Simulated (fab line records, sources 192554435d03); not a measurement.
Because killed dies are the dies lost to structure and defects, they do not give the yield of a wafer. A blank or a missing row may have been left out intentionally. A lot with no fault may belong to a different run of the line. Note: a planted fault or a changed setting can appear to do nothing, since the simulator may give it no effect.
fab line records	flow n5-finfet
record: lots: 24	wafers: 72	last-day: 17
route steps=1938 shown BEOL_M4@1081 BEOL_M5@1113
lots that met no fault: taken from a fault-free run of the same line
start-h: start of the lot's first displayed wafer, in hours after the record's first day	wait-h: hours elapsed since this lot's preceding step	" the same as in the row above	L1.1+2: a row that stands for several wafers	- no value, or no start was given	* or withheld: withheld	< > ~ a bound
route shown NAME@n: a module of which the file shows steps, and the number in the route of the first	usual: mean and standard deviation over wafers with no fault	same: alike in all rows	chamber/n: place in a boat	sites: each site's reading	_std_site: the standard deviation of these	_edge_site: outer sites' mean less inner sites'	radius-mm: for every site, how far away it sits from the centre of the wafer	mask NAME#n: copy n	behind: the last tool/chamber to shape the wafer	hold: the reason the lot was held/the length of the hold in hours/how it ended	device: names the non-switching transistor (n, p or np)	end of line: at the end of the route, the tests of the same wafers	where a step has no rows: the recipe by itself	killed: at the first sort, the dies lost to defects and structure; wafer yield is something else	map: a wafer's dies, x killed, . not, _ none there
set.NAME: the setting the step ran with; set.NAME@STEP: the setting that earlier step ran with	model.NAME: the simulator's own value behind a step, which no gauge read
steps of the route over a sample of lots; a table a step, a row a wafer
services: the hour from which a tool's chamber was out of use, counted from the record's first day as start-h (under 0 if before that day), plus the number of hours and why
== steps ==
step: N5_BEOL_M4_ALD_84
recipe: material: TaN	target-thk-a: *	temp-c: 275	ald-precursor-family: PDMAT	ald-co-reactant: NH3	pressure-torr: 3	carrier-flow-sccm: 1500	pulse-time-s: 2	purge-time-s: 3	co-reactant-purge-time-s: 2	co-reactant-pulse-time-s: 3	ald-cycles: 30	precursor-vessel-temp-c: 75	precursor-vessel-pressure-torr: 26.25	precursor-vessel-carrier-sccm: 1000
usual: heater-power-outer-w: 228/12	heater-power-w: 406/18	susceptor-temp-C: 275.01/0.18
same: pulse-time-s: 2	purge-time-s: 3
lot.wafer	tool	chamber	start-h	wait-h	heater-power-outer-w	heater-power-w	susceptor-temp-C
L074.2	ald-metal-01	1	166.51	0.1	240	420	274.83
L074.4	"	0	"	"	243	423	274.89
L074.5	"	2	"	"	223	386	274.99
L075.1	ald-metal-02	0	166.71	0.1	221	400	274.89
L075.3	"	2	"	"	225	375	275.16
L075.6	"	3	"	"	240	412	275.10
L077.2	ald-metal-01	2	184.26	0.0	213	398	274.93
L077.3	"	3	"	"	223	411	274.97
L077.6	"	2	"	"	214	391	275.01
L078.2	ald-metal-02	0	187.13	0.1	218	400	275.20
L078.3	"	1	"	"	237	410	275.22
L078.5	"	3	"	"	239	414	275.14
L076.1	ald-metal-04	1	187.32	0.0	248	431	275.13
L076.2	"	0	"	"	223	404	275.21
L076.3	"	3	"	"	216	395	274.65
L079.1	ald-metal-04	2	189.27	0.1	206	365	274.90
L079.4	"	1	"	"	247	440	274.57
L079.6	"	1	"	"	243	425	275.02
L081.2	ald-metal-04	1	194.81	0.0	250	428	274.98
L081.3	"	3	"	"	220	403	274.97
L081.4	"	0	"	"	214	405	274.87
L080.2	ald-metal-01	0	195.88	0.2	241	423	275.31
L080.3	"	3	"	"	227	424	274.97
L080.6	"	0	"	"	242	430	275.10
L082.1	ald-metal-02	1	209.06	0.1	237	403	275.05
L082.2	"	2	"	"	224	382	274.86
L082.4	"	3	"	"	244	420	275.02
L083.1	ald-metal-01	0	212.53	0.0	247	419	275.14
L083.3	"	3	"	"	221	426	274.93
L083.6	"	2	"	"	216	402	274.95
L084.1	ald-metal-04	3	221.33	0.1	217	400	275.02
L084.5	"	3	"	"	221	394	275.01
L084.6	"	2	"	"	206	368	275.04
L085.4	ald-metal-01	3	231.23	0.0	230	429	275.02
L085.5	"	3	"	"	227	429	275.30
L085.6	"	0	"	"	245	423	274.66
L087.2	ald-metal-02	3	239.09	0.0	241	406	275.26
L087.5	"	1	"	"	239	414	274.89
L087.6	"	0	"	"	218	388	274.80
L088.1	ald-metal-01	0	242.41	0.2	251	423	275.14
L088.2	"	3	"	"	228	432	275.24
L088.6	"	3	"	"	228	422	274.88
L086.1	ald-metal-01	0	242.89	0.1	248	416	275.05
L086.3	"	3	"	"	219	420	275.04
L086.4	"	1	"	"	237	417	275.21
L089.1	ald-metal-02	3	250.94	0.0	237	409	275.09
L089.3	"	1	"	"	233	418	274.81
L089.5	"	2	"	"	223	379	275.09
L090.3	ald-metal-01	2	257.47	0.1	212	409	275.41
L090.4	"	3	"	"	229	431	274.98
L090.6	"	2	"	"	215	395	274.94
L091.1	ald-metal-04	1	262.18	0.1	244	425	275.02
L091.3	"	0	"	"	214	409	275.08
L091.5	"	3	"	"	216	405	274.86
L093.1	ald-metal-04	0	272.70	0.0	219	401	275.11
L093.3	"	3	"	"	217	404	275.15
L093.4	"	2	"	"	208	373	274.58
L092.1	ald-metal-02	0	277.28	0.0	221	395	274.87
L092.2	"	3	"	"	238	415	275.02
L092.6	"	1	"	"	245	405	274.99
L094.1	ald-metal-02	0	289.54	0.0	221	393	274.98
L094.5	"	0	"	"	229	393	275.20
L094.6	"	1	"	"	241	416	274.80
L096.1	ald-metal-04	0	289.74	0.2	216	401	274.85
L096.2	"	2	"	"	213	375	275.11
L096.5	"	2	"	"	206	369	275.01
L095.2	ald-metal-02	0	289.78	0.1	224	386	275.48
L095.3	"	3	"	"	236	410	275.38
L095.5	"	0	"	"	228	394	275.19
L097.2	ald-metal-02	3	294.28	0.0	242	406	275.01
L097.3	"	1	"	"	239	405	274.78
L097.6	"	1	"	"	238	406	274.61
step: N5_BEOL_M4_RS_MEAS_58
recipe: thk-meas-gauge: four-point-probe	reads: Co_of_BEOL_M4_CO_CAP_55+Cu_of_BEOL_M4_ECD_50+Co_of_BEOL_M4_CVD_47+TaN_of_BEOL_M4_ALD_84
usual: M4_RS: 0.66/0.035
lot.wafer	tool	chamber	start-h	wait-h	M4_RS[ohm/sq]
L074.2	film-metro-01	-	169.84	0.1	0.65
L074.4	"	-	"	"	0.69
L074.5	"	-	"	"	0.68
L075.1	film-metro-02	-	170.20	0.0	0.59
L075.3	"	-	"	"	0.68
L075.6	"	-	"	"	0.61
L077.2	film-metro-01	-	187.76	0.1	0.58
L077.3	"	-	"	"	0.66
L077.6	"	-	"	"	0.61
L078.2	film-metro-01	-	190.46	0.1	0.65
L078.3	"	-	"	"	0.66
L078.5	"	-	"	"	0.63
L076.1	film-metro-02	-	190.79	0.0	0.68
L076.2	"	-	"	"	0.75
L076.3	"	-	"	"	0.68
L079.1	film-metro-01	-	192.93	0.0	0.66
L079.4	"	-	"	"	0.63
L079.6	"	-	"	"	0.63
L081.2	film-metro-02	-	198.21	0.1	0.71
L081.3	"	-	"	"	0.72
L081.4	"	-	"	"	0.70
L080.2	film-metro-02	-	200.46	0.1	0.67
L080.3	"	-	"	"	0.73
L080.6	"	-	"	"	0.67
L082.1	film-metro-02	-	212.63	0.1	0.64
L082.2	"	-	"	"	0.67
L082.4	"	-	"	"	0.68
L083.1	film-metro-01	-	216.73	0.0	0.65
L083.3	"	-	"	"	0.66
L083.6	"	-	"	"	0.65
L084.1	film-metro-02	-	226.16	0.0	0.65
L084.5	"	-	"	"	0.68
L084.6	"	-	"	"	0.68
L085.4	film-metro-02	-	234.77	0.0	0.65
L085.5	"	-	"	"	0.66
L085.6	"	-	"	"	0.62
L087.2	film-metro-01	-	242.47	0.1	0.64
L087.5	"	-	"	"	0.64
L087.6	"	-	"	"	0.57
L088.1	film-metro-01	-	246.05	0.1	0.66
L088.2	"	-	"	"	0.72
L088.6	"	-	"	"	0.66
L086.1	film-metro-02	-	247.64	0.0	0.59
L086.3	"	-	"	"	0.62
L086.4	"	-	"	"	0.63
L089.1	film-metro-02	-	255.95	0.0	0.59
L089.3	"	-	"	"	0.62
L089.5	"	-	"	"	0.63
L090.3	film-metro-01	-	260.83	0.1	0.64
L090.4	"	-	"	"	0.65
L090.6	"	-	"	"	0.63
L091.1	film-metro-01	-	265.59	0.0	0.63
L091.3	"	-	"	"	0.62
L091.5	"	-	"	"	0.62
L093.1	film-metro-01	-	276.17	0.0	0.72
L093.3	"	-	"	"	0.71
L093.4	"	-	"	"	0.70
L092.1	film-metro-01	-	280.70	0.0	0.63
L092.2	"	-	"	"	0.65
L092.6	"	-	"	"	0.70
L094.1	film-metro-01	-	292.92	0.0	0.65
L094.5	"	-	"	"	0.66
L094.6	"	-	"	"	0.64
L096.1	film-metro-01	-	294.76	0.0	0.64
L096.2	"	-	"	"	0.69
L096.5	"	-	"	"	0.66
L095.2	film-metro-02	-	295.32	0.1	0.65
L095.3	"	-	"	"	0.66
L095.5	"	-	"	"	0.66
L097.2	film-metro-02	-	297.77	0.1	0.65
L097.3	"	-	"	"	0.65
L097.6	"	-	"	"	0.66
step: N5_BEOL_M4_INSPECT_59
recipe: inspect-instrument: darkfield	mode: post-dep
usual: raw-defect-count: 66/21
lot.wafer	tool	chamber	start-h	wait-h	raw-defect-count
L074.2	defect-inspect-01	-	169.87	0.0	45
L074.4	"	-	"	"	53
L074.5	"	-	"	"	62
L075.1	defect-inspect-02	-	170.23	0.0	44
L075.3	"	-	"	"	59
L075.6	"	-	"	"	76
L077.2	defect-inspect-02	-	187.79	0.0	87
L077.3	"	-	"	"	53
L077.6	"	-	"	"	47
L078.2	defect-inspect-01	-	190.49	0.0	72
L078.3	"	-	"	"	55
L078.5	"	-	"	"	80
L076.1	defect-inspect-01	-	190.82	0.0	33
L076.2	"	-	"	"	70
L076.3	"	-	"	"	72
L079.1	defect-inspect-01	-	192.96	0.0	52
L079.4	"	-	"	"	53
L079.6	"	-	"	"	38
L081.2	defect-inspect-01	-	198.24	0.0	54
L081.3	"	-	"	"	56
L081.4	"	-	"	"	53
L080.2	defect-inspect-01	-	200.49	0.0	115
L080.3	"	-	"	"	92
L080.6	"	-	"	"	79
L082.1	defect-inspect-01	-	212.65	0.0	40
L082.2	"	-	"	"	46
L082.4	"	-	"	"	42
L083.1	defect-inspect-02	-	216.76	0.0	68
L083.3	"	-	"	"	82
L083.6	"	-	"	"	46
L084.1	defect-inspect-02	-	226.18	0.0	78
L084.5	"	-	"	"	97
L084.6	"	-	"	"	97
L085.4	defect-inspect-02	-	234.80	0.0	46
L085.5	"	-	"	"	58
L085.6	"	-	"	"	41
L087.2	defect-inspect-02	-	242.49	0.0	85
L087.5	"	-	"	"	81
L087.6	"	-	"	"	79
L088.1	defect-inspect-01	-	246.07	0.0	56
L088.2	"	-	"	"	51
L088.6	"	-	"	"	54
L086.1	defect-inspect-01	-	247.66	0.0	72
L086.3	"	-	"	"	34
L086.4	"	-	"	"	58
L089.1	defect-inspect-02	-	255.98	0.0	61
L089.3	"	-	"	"	71
L089.5	"	-	"	"	78
L090.3	defect-inspect-01	-	260.86	0.0	67
L090.4	"	-	"	"	75
L090.6	"	-	"	"	84
L091.1	defect-inspect-01	-	265.62	0.0	73
L091.3	"	-	"	"	64
L091.5	"	-	"	"	48
L093.1	defect-inspect-01	-	276.19	0.0	63
L093.3	"	-	"	"	54
L093.4	"	-	"	"	65
L092.1	defect-inspect-02	-	280.72	0.0	67
L092.2	"	-	"	"	57
L092.6	"	-	"	"	99
L094.1	defect-inspect-01	-	292.95	0.0	80
L094.5	"	-	"	"	66
L094.6	"	-	"	"	61
L096.1	defect-inspect-01	-	294.79	0.0	52
L096.2	"	-	"	"	86
L096.5	"	-	"	"	60
L095.2	defect-inspect-01	-	295.34	0.0	138
L095.3	"	-	"	"	49
L095.5	"	-	"	"	90
L097.2	defect-inspect-02	-	297.79	0.0	43
L097.3	"	-	"	"	39
L097.6	"	-	"	"	59
step: N5_BEOL_M5_CURE_79
recipe: temp-c: 385	time-s: 240	ambient: He/Ar	material: SiCOH_lowk
usual: lamp-power-pct: 52.31/0.051	wafer_temp_C_max: 386.8/0.57
lot.wafer	tool	chamber	start-h	wait-h	lamp-power-pct	wafer_temp_C_max
L074.2	uv-cure-02	1	171.08	0.2	52.28	386.4
L074.4	"	1	"	"	52.27	386.9
L074.5	"	1	"	"	52.36	386.6
L075.1	uv-cure-01	0	171.27	0.0	52.21	387.8
L075.3	"	0	"	"	52.33	386.6
L075.6	"	0	"	"	52.28	386.6
L077.2	uv-cure-02	1	188.91	0.1	52.29	387.0
L077.3	"	1	"	"	52.33	386.9
L077.6	"	1	"	"	52.33	387.1
L078.2	uv-cure-02	0	191.61	0.1	52.32	387.1
L078.3	"	0	"	"	52.25	386.9
L078.5	"	0	"	"	52.32	387.7
L076.1	uv-cure-02	1	192.09	0.0	52.35	386.3
L076.2	"	1	"	"	52.29	386.4
L076.3	"	1	"	"	52.32	387.1
L079.1	uv-cure-01	1	194.01	0.0	52.24	386.2
L079.4	"	1	"	"	52.36	386.8
L079.6	"	1	"	"	52.32	386.6
L081.2	uv-cure-02	1	199.37	0.1	52.37	386.8
L081.3	"	1	"	"	52.37	386.5
L081.4	"	1	"	"	52.29	387.1
L080.2	uv-cure-02	1	201.62	0.1	52.20	386.6
L080.3	"	1	"	"	52.32	386.9
L080.6	"	1	"	"	52.27	386.6
L082.1	uv-cure-03	0	213.94	0.3	52.34	386.0
L082.2	"	0	"	"	52.19	386.1
L082.4	"	0	"	"	52.37	385.9
L083.1	uv-cure-03	1	217.83	0.1	52.29	386.4
L083.3	"	1	"	"	52.22	387.5
L083.6	"	1	"	"	52.35	387.6
L084.1	uv-cure-03	1	227.45	0.3	52.28	387.3
L084.5	"	1	"	"	52.32	387.5
L084.6	"	1	"	"	52.33	387.8
L085.4	uv-cure-03	2	236.08	0.3	52.31	386.9
L085.5	"	2	"	"	52.38	386.8
L085.6	"	2	"	"	52.38	387.9
L087.2	uv-cure-01	0	243.62	0.1	52.29	387.3
L087.5	"	0	"	"	52.28	386.7
L087.6	"	0	"	"	52.38	386.7
L088.1	uv-cure-03	1	247.12	0.0	52.40	387.7
L088.2	"	1	"	"	52.37	387.0
L088.6	"	1	"	"	52.34	387.7
L086.1	uv-cure-01	1	248.71	0.0	52.32	386.0
L086.3	"	1	"	"	52.28	386.1
L086.4	"	1	"	"	52.38	385.9
L089.1	uv-cure-03	0	257.03	0.0	52.26	385.5
L089.3	"	0	"	"	52.34	385.8
L089.5	"	0	"	"	52.24	385.5
L090.3	uv-cure-02	0	262.07	0.2	52.26	387.4
L090.4	"	0	"	"	52.37	387.5
L090.6	"	0	"	"	52.37	386.8
L091.1	uv-cure-01	0	266.78	0.2	52.27	386.7
L091.3	"	0	"	"	52.33	387.1
L091.5	"	0	"	"	52.27	387.1
L093.1	uv-cure-03	2	277.24	0.0	52.23	386.9
L093.3	"	2	"	"	52.25	386.4
L093.4	"	2	"	"	52.29	386.9
L092.1	uv-cure-03	0	281.77	0.0	52.35	385.9
L092.2	"	0	"	"	52.39	386.2
L092.6	"	0	"	"	52.38	386.1
L094.1	uv-cure-02	1	294.00	0.0	52.35	386.5
L094.5	"	1	"	"	52.42	386.9
L094.6	"	1	"	"	52.29	386.5
L096.1	uv-cure-01	0	295.84	0.0	52.32	387.1
L096.2	"	0	"	"	52.23	387.1
L096.5	"	0	"	"	52.25	386.8
L095.2	uv-cure-01	0	296.47	0.1	52.27	387.0
L095.3	"	0	"	"	52.38	386.9
L095.5	"	0	"	"	52.34	387.3
L097.2	uv-cure-01	2	298.94	0.1	52.27	386.4
L097.3	"	2	"	"	52.41	386.6
L097.6	"	2	"	"	52.30	386.4
step: N5_BEOL_M5_OVL_MEAS_12
recipe: points-per-wafer: 522
usual: M5_OVL: -0.2/0.61
lot.wafer	tool	chamber	start-h	wait-h	M5_OVL[nm]
L075.1	overlay-01	0	174.11	0.0	-0.3
L075.3	"	0	"	"	-0.1
L075.6	"	0	"	"	-0.5
L074.2	overlay-02	0	174.22	0.0	0.1
L074.4	"	0	"	"	-0.2
L074.5	"	0	"	"	0.0
L077.2	overlay-02	0	190.44	0.0	0.2
L077.3	"	0	"	"	-0.4
L077.6	"	0	"	"	1.2
L078.2	overlay-01	0	192.78	0.0	-0.7
L078.3	"	0	"	"	-0.4
L078.5	"	0	"	"	0.0
L076.1	overlay-01	0	195.06	0.0	0.4
L076.2	"	0	"	"	-0.7
L076.3	"	0	"	"	-0.1
L079.1	overlay-01	0	195.63	0.0	-0.2
L079.4	"	0	"	"	-0.2
L079.6	"	0	"	"	0.8
L081.2	overlay-02	0	201.16	0.0	0.3
L081.3	"	0	"	"	-1.1
L081.4	"	0	"	"	-0.1
L080.2	overlay-02	0	205.61	0.0	-1.5
L080.3	"	0	"	"	-0.2
L080.6	"	0	"	"	-1.0
L082.1	overlay-02	0	215.67	0.0	0.7
L082.2	"	0	"	"	-1.0
L082.4	"	0	"	"	-1.0
L083.1	overlay-02	0	219.10	0.0	0.0
L083.3	"	0	"	"	-0.6
L083.6	"	0	"	"	0.2
L084.1	overlay-01	0	229.31	0.0	-0.8
L084.5	"	0	"	"	-1.4
L084.6	"	0	"	"	0.3
L085.4	overlay-02	0	238.83	0.0	-0.6
L085.5	"	0	"	"	0.4
L085.6	"	0	"	"	-0.2
L087.2	overlay-02	0	245.73	0.0	-0.4
L087.5	"	0	"	"	-0.6
L087.6	"	0	"	"	-0.1
L088.1	overlay-01	0	248.74	0.0	-1.4
L088.2	"	0	"	"	0.2
L088.6	"	0	"	"	-0.3
L086.1	overlay-02	0	250.41	0.0	0.0
L086.3	"	0	"	"	-0.3
L086.4	"	0	"	"	-1.0
L089.1	overlay-02	0	258.64	0.0	0.5
L089.3	"	0	"	"	-0.1
L089.5	"	0	"	"	0.2
L090.3	overlay-02	0	263.24	0.0	-0.5
L090.4	"	0	"	"	-0.2
L090.6	"	0	"	"	0.0
L091.1	overlay-01	0	269.21	0.0	-1.3
L091.3	"	0	"	"	-1.1
L091.5	"	0	"	"	-0.8
L093.1	overlay-02	0	280.52	0.0	-0.9
L093.3	"	0	"	"	0.0
L093.4	"	0	"	"	-0.4
L092.1	overlay-02	0	283.53	0.0	-0.6
L092.2	"	0	"	"	0.3
L092.6	"	0	"	"	0.8
L094.1	overlay-02	0	297.54	0.0	0.3
L094.5	"	0	"	"	0.7
L094.6	"	0	"	"	0.1
L096.1	overlay-02	0	297.74	0.0	0.6
L096.2	"	0	"	"	0.6
L096.5	"	0	"	"	0.6
L095.2	overlay-02	0	298.21	0.0	0.2
L095.3	"	0	"	"	0.9
L095.5	"	0	"	"	0.8
L097.2	overlay-01	0	299.92	0.0	-1.1
L097.3	"	0	"	"	-0.2
L097.6	"	0	"	"	-0.1
step: N5_BEOL_M5_INSPECT_13
recipe: mode: adi	inspect-instrument: brightfield
usual: raw-defect-count: 403/98
lot.wafer	tool	chamber	start-h	wait-h	raw-defect-count
L075.1	defect-inspect-02	-	174.17	0.1	329
L075.3	"	-	"	"	374
L075.6	"	-	"	"	459
L074.2	defect-inspect-02	-	174.27	0.0	329
L074.4	"	-	"	"	275
L074.5	"	-	"	"	474
L077.2	defect-inspect-02	-	190.49	0.0	397
L077.3	"	-	"	"	408
L077.6	"	-	"	"	349
L078.2	defect-inspect-01	-	192.83	0.0	285
L078.3	"	-	"	"	248
L078.5	"	-	"	"	439
L076.1	defect-inspect-01	-	195.12	0.1	268
L076.2	"	-	"	"	332
L076.3	"	-	"	"	402
L079.1	defect-inspect-01	-	195.69	0.1	326
L079.4	"	-	"	"	293
L079.6	"	-	"	"	349
L081.2	defect-inspect-01	-	201.21	0.0	525
L081.3	"	-	"	"	374
L081.4	"	-	"	"	351
L080.2	defect-inspect-01	-	205.67	0.0	592
L080.3	"	-	"	"	458
L080.6	"	-	"	"	559
L082.1	defect-inspect-02	-	215.86	0.2	371
L082.2	"	-	"	"	476
L082.4	"	-	"	"	398
L083.1	defect-inspect-02	-	219.16	0.1	419
L083.3	"	-	"	"	368
L083.6	"	-	"	"	281
L084.1	defect-inspect-02	-	229.37	0.1	421
L084.5	"	-	"	"	507
L084.6	"	-	"	"	453
L085.4	defect-inspect-02	-	238.88	0.0	421
L085.5	"	-	"	"	349
L085.6	"	-	"	"	367
L087.2	defect-inspect-02	-	245.78	0.0	562
L087.5	"	-	"	"	468
L087.6	"	-	"	"	462
L088.1	defect-inspect-02	-	248.80	0.1	365
L088.2	"	-	"	"	448
L088.6	"	-	"	"	415
L086.1	defect-inspect-02	-	250.47	0.1	527
L086.3	"	-	"	"	563
L086.4	"	-	"	"	530
L089.1	defect-inspect-01	-	258.70	0.1	352
L089.3	"	-	"	"	328
L089.5	"	-	"	"	347
L090.3	defect-inspect-01	-	263.29	0.0	323
L090.4	"	-	"	"	345
L090.6	"	-	"	"	261
L091.1	defect-inspect-01	-	269.27	0.1	511
L091.3	"	-	"	"	368
L091.5	"	-	"	"	454
L093.1	defect-inspect-01	-	280.58	0.1	328
L093.3	"	-	"	"	395
L093.4	"	-	"	"	437
L092.1	defect-inspect-02	-	283.59	0.1	423
L092.2	"	-	"	"	523
L092.6	"	-	"	"	498
L094.1	defect-inspect-02	-	297.60	0.1	714
L094.5	"	-	"	"	540
L094.6	"	-	"	"	514
L096.1	defect-inspect-01	-	297.80	0.1	304
L096.2	"	-	"	"	424
L096.5	"	-	"	"	266
L095.2	defect-inspect-01	-	298.26	0.0	429
L095.3	"	-	"	"	372
L095.5	"	-	"	"	509
L097.2	defect-inspect-01	-	299.98	0.0	237
L097.3	"	-	"	"	216
L097.6	"	-	"	"	226
== services ==
tool	chamber	start-h	hours	kind
uv-cure-02	-	157.10	9.9	repair
uv-cure-01	-	166.41	1.0	pm
uv-cure-01	-	215.37	28.1	pm
ald-metal-04	-	240.61	4.3	pm
ald-metal-02	3	253.82	17.0	repair
ald-metal-02	-	269.30	2.8	pm
ald-metal-04	0	281.30	1.5	repair
ald-metal-01	-	281.36	8.7	pm
uv-cure-02	-	289.28	1.5	repair
uv-cure-03	-	294.98	7.5	pm
ald-metal-01	0	295.77	5.1	repair
== key ==
fault none
